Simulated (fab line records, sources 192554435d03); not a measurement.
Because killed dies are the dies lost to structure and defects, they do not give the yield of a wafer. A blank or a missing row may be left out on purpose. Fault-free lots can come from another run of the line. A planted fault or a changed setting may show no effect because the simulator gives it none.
Comparing a struck lot with a sound one / flow n5_finfet / 38 steps out of a route of 1938
Sound: wafers L248.1, L248.3, L248.4. Struck: wafer L246.1 (L246.2, L246.4, from the same lot, were not struck and are left out); the cause is given at the end.
At each step with rows: each side's tool, then ch and its chambers, then its first start. Under that, the readings that differ: sound wafers / struck wafers / difference of the means / sigmas: that difference in standard deviations of wafers without a fault.
alike: same words and numbers on both sides, and readings whose means sit less than 2 such deviations apart. not compared: any withheld reading, any reading some wafer has no value for, any bound like >300 that may hide the same value, and any number with overlapping values for which the record gives no deviation.
The two part at a step that has a row with sigmas, a row that says differs or no value, or rows on one side only. When numbers do not overlap yet have no deviation, they are printed without sigmas and do not part them. A reading missing from all wafers of one side parts the sides only when that side holds two or more wafers.

first, 10 steps without rows for these wafers: N5_DUMMY_GATE_ETCH_23 (etches poly-Si in HBr/Cl2/O2, target depth 41 nm, time 22.3 s); N5_DUMMY_GATE_ETCH_44 (etches poly-Si in HBr/O2, stops on SiO2, target depth 127.5 nm); N5_DUMMY_GATE_ETCH_42 (etches SiO2 in CHF3/O2, target depth 3.5 nm, time 31 s); N5_DUMMY_GATE_STRIP_48 (strips in N2/H2, time 20 s); N5_DUMMY_GATE_PRECLEAN_33 (cleans in dHF, time 10 s); N5_DUMMY_GATE_PRECLEAN_25 (cleans in O3/DIW, time 45 s); N5_DUMMY_GATE_PRECLEAN_51 (cleans in SC2, time 45 s); N5_DUMMY_GATE_SRD_26 (time 30 s); N5_DUMMY_GATE_UV_OZONE_45 (time 120 s); N5_SPACER0_ALD_07 (deposits SiNx, target thk 2 nm).
N5_SPACER0_ALD_00: deposits SiOCN, target thk 3.5 nm, pulse time 3 s, purge time 2 s.
  sound on ald_sin-01 ch 0,2,3, day 8 05:33; struck on ald_sin-02 ch 1, day 7 17:26
reading=ald_cycles; sound=58 58 58; struck=43; difference=-15; sigmas=
reading=model.SiOCN_of_SPACER0_ALD_00.thk_nm (nm); sound=3.6 3.6 3.6; struck=2.6; difference=-1.0; sigmas=
  alike: heater_power_w, precursor_pulse_height_rel
then, 25 steps without rows for these wafers: N5_SPACER0_ALD_08 (deposits SiNx, target thk 2 nm); N5_SD_EPI_N_COAT_32 (time 60 s, resist thk 350 nm); N5_SD_EPI_N_COAT_33 (time 60 s, resist thk 35 nm); N5_SD_EPI_N_COAT_03 (resist thk 150 nm); N5_SD_EPI_N_EBR_05; N5_SD_EPI_N_SOFTBAKE_04 (time 60 s); N5_SD_EPI_N_EXPOSE_06 (exposes mask SD N BLK, target cd 120 nm); N5_SD_EPI_N_PEB_07 (peb time 60 s); N5_SD_EPI_N_DEVELOP_08 (develop time 30 s); N5_SD_EPI_N_DESCUM_14 (chemistry O2, time 7.9 s); N5_SD_EPI_N_ETCH_34 (etches SiARC in CF4, target depth 45.5 nm, time 75.8 s); N5_SD_EPI_N_ETCH_35 (etches SOC in N2/H2, overetch 108 nm, time 486 s); N5_SD_EPI_N_STRIP_36 (strips in N2/H2); N5_SD_EPI_N_ETCHBACK_44 (etches SiNx in CH3F/O2, stops on SiO2, target depth 14.5 nm); N5_SD_EPI_N_ETCH_45 (etches SiOCN in CH3F/O2, target depth 6 nm); N5_SD_EPI_N_ETCH_16 (etches SiO2 in CHF3/O2, target depth 5 nm); N5_SD_EPI_N_STRIP_47 (strips in CHF3/O2); N5_SD_EPI_N_SD_RECESS_17 (chemistry HBr/Cl2/O2, target depth 41 nm, time 23.7 s, bt time 3 s); N5_SD_EPI_N_STRIP_38 (strips in N2/H2); N5_SD_EPI_N_WET_ETCH_43 (etches SiO2 in dHF, time 14 s, target depth 1.5 nm); N5_SD_EPI_N_STRIP_18 (strips in SPM, time 750 s); N5_SD_EPI_N_SRD_20 (time 30 s); N5_SD_EPI_N_PRECLEAN_48 (cleans in NF3:NH3, afs cycles 2, time 20 s, sublimation time 60 s); N5_SD_EPI_N_VAPOR_ETCH_50 (etches Si in HCl, time 54 s); N5_SD_EPI_N_EPI_21 (deposits Si:P, time 690 s).
N5_SD_EPI_P_PRECLEAN_32: cleans in dHF, time 10 s.
  sound on wet_bench-03 ch 0,2,4, day 8 15:43; struck on wet_bench-04 ch 4, day 8 02:48
reading=model.SiOCN_of_SPACER0_ALD_00.thk_nm (nm); sound=3.4 3.4 3.4; struck=2.6; difference=-0.8; sigmas=
-- here the record skips 9 days between the struck wafers' starts before and after, leaving off in module SD_EPI_P and picking up in module PASSIVATION (first step shown: number 1936 of the route) --
N5_PASSIVATION_PROBE_49:
  sound: prober-01 at day 18 13:44; struck: prober-02 at day 17 10:02
reading=killed_at_M4_up; sound=7 8 15; struck=20; difference=+10; sigmas=+2
  alike: killed_at_M0_to_M3, killed_at_contacts, killed_at_front_end, killed_at_other, killed_dies, killed_open, killed_short

== WHERE THEY PART ==
N5_PASSIVATION_PROBE_49 only, going by this record.

WHY: what the simulator had put in
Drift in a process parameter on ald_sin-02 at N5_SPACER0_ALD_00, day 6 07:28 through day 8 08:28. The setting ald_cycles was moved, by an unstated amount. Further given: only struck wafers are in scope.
